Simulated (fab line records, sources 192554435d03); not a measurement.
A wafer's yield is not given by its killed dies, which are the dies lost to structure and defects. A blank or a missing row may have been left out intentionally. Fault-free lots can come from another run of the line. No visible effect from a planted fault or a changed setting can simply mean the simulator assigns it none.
One fault seen from 3 desks    flow n5-finfet    numbers are kept per desk, each desk with only its own; the story behind them comes last

AT THE METROLOGY DESK
Means of the sampled wafers that have a number, per lot and without regard to the tool the lot ran on: this is what the gauges read. If a lot's mean is further than 4 standard deviations from the usual mean, the lot is out of limits and carries the mark OUT (the distance appears in the brackets). Shown here are 7 of its 11 readings, the ones lying furthest out on some lot.
Columns: A = cd-nm at N5_SDB_CD_MEAS_11, usual 50.1 nm; B = DIBL_N at N5_BEOL_M4_RC_MEAS_101, usual 36.3 mV/V; C = DIBL_P at N5_BEOL_M4_RC_MEAS_101, usual 36.7 mV/V; D = IOFF_N at N5_BEOL_M4_RC_MEAS_101, usual 0.164 nA/um; E = SS_N at N5_BEOL_M4_RC_MEAS_101, usual 71.6 mV/dec; F = VT_N at N5_BEOL_M4_RC_MEAS_101, usual 249.4 mV; G = VT_P at N5_BEOL_M4_RC_MEAS_101, usual -250.0 mV
lot   first seen here  A     B     C     D      E     F      G
L608  day 3 15:02      50.5  36.1  35.3  0.157  71.7  249.7  -252.7
L609  day 3 23:23      49.8  36.7  35.1  0.160  71.7  250.3  -249.3
L610  day 4 07:10      50.7  34.9  36.1  0.142  71.4  250.5  -254.1
L614  day 5 08:02      49.7  35.1  35.1  0.130  70.9  253.3  -249.3
L617  day 6 07:20      49.4  36.5  37.9  0.166  71.7  248.1  -249.2
L624  day 8 02:26      50.0  35.1  35.0  0.143  71.6  250.4  -249.4
L625  day 8 09:43      49.1  35.6  36.6  0.174  72.2  248.4  -251.7
L626  day 8 09:52      50.0  33.6  35.2  0.132  71.1  252.2  -252.0
L628  day 8 23:40      48.7  38.2  37.0  0.186  71.3  247.1  -247.9
L631  day 9 17:25      50.4  37.0  38.8  0.173  71.6  249.9  -250.6
This desk's verdict: no lot among the 10 shows anything out of limits.

DESK OF THE TOOL OWNER: cmp-03
The tool's own readings at N5_SDB_CMP_30 (polishes, stops on poly-Si, t overpolish 1.54 s, target thk 30 nm): means of the sampled wafers that have a number, for each lot that ran on this tool. If a lot's mean is further than 4 standard deviations from the usual mean, the lot is out of limits and carries the mark OUT (the distance appears in the brackets).
Columns: A = motor-current-A at N5_SDB_CMP_30, usual 12.7 A; B = overpolish-run-s at N5_SDB_CMP_30, usual 1.539 s; C = platen-rpm at N5_SDB_CMP_30, usual 51.79 rpm; D = time-to-endpoint-s at N5_SDB_CMP_30, usual 16.9 s
lot   first seen here  A     B      C                D
L609  day 4 04:59      12.8  1.539  51.86            16.1
L610  day 4 12:07      12.9  1.543  51.78            16.2
L614  day 5 11:39      12.0  1.532  53.86 (+61) OUT  17.2
L617  day 6 11:58      11.6  1.549  53.89 (+62) OUT  15.3
L631  day 9 21:04      11.5  1.542  51.81            16.5
This desk's verdict: out of limits on L614, L617, starting with L614 at day 5 11:39 (platen-rpm at N5_SDB_CMP_30). L609, L610, L631: within limits.

THE DEFECT DESK
Per lot, the means of the sampled wafers with a number show what the inspections along the route counted. If a lot's mean is further than 4 standard deviations from the usual mean, the lot is out of limits and carries the mark OUT (the distance appears in the brackets).
Columns: A = raw-defect-count at N5_SDB_INSPECT_13, usual 75
lot   first seen here  A
L608  day 3 15:06      92
L609  day 3 23:26      154
L610  day 4 07:13      63
L614  day 5 08:05      122
L617  day 6 07:23      69
L624  day 8 02:29      105
L625  day 8 09:46      94
L626  day 8 09:55      80
L628  day 8 23:43      41
L631  day 9 17:28      80
This desk's verdict: no lot among the 10 shows anything out of limits.

BROUGHT TOGETHER
At day 5 11:39, on L614, L617, the tool owner's desk was in a position to raise an alarm.
From the metrology desk's view, nothing was out of limits.
No out-of-limits result turned up at the defect desk.
The metrology desk has L614, L617 on record, within its limits.
The defect desk has L614, L617 on record, within its limits.
On cmp-03, each named lot ran N5_SDB_CMP_30.

WHAT HAD BEEN PUT IN BY THE SIMULATOR
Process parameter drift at N5_SDB_CMP_30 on cmp-03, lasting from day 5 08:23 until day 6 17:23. A move of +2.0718 in setting platen-rpm, from 51.796. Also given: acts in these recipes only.
Lots struck among those shown: L614, L617.
Hours from the fault's start to each desk's first reading out of limits: the tool owner's desk, 3.
